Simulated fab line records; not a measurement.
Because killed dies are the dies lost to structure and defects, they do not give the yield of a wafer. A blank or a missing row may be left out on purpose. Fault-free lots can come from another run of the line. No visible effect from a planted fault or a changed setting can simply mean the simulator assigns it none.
Chamber matching | flow n5-finfet | N5_BEOL_M0_STRIP_140 on rie-diel-06: 4 sister chambers
The step strips in CF4. 4 wafers are shown with their chamber, then 6 later ones without.

WAFERS WITH THEIR CHAMBER
wafer  | chamber | drypump-motor-current-A (A)
L207.4 | 3       | 4.8
L210.5 | 2       | 4.7
L216.4 | 1       | 5.9
L216.5 | 0       | 5.2

WAFERS MISSING THEIR CHAMBER
wafer  | drypump-motor-current-A (A)
L220.1 | 5.2
L220.4 | 5.2
L220.6 | 4.7
L219.2 | 5.3
L219.4 | 4.8
L219.5 | 4.7

WHICH CHAMBER EACH WENT THROUGH
wafer  | from the rows above | in truth
L220.1 | 0                   | 0
L220.4 | 0                   | 0
L220.6 | 2                   | 2
L219.2 | 0                   | 0
L219.4 | 3                   | 3
L219.5 | 2                   | 2
Placed correctly: 6 of 6. Number that these rows cannot place: 0. Wrongly placed: 0.
How it was worked out, from the rows above alone: a wafer's distance from a chamber is the root of the sum, over the readings, of the square of ((its reading less the chamber's mean) divided by the reading's scatter). The wafer belongs to the nearest chamber; if the next one is less than 2 further off, it can't be placed. The mean given for a chamber averages the wafers shown for that chamber. The scatter (one wafer shown for each chamber): square how far every hidden wafer sits from the nearest shown wafer, average those squares and take the square root.
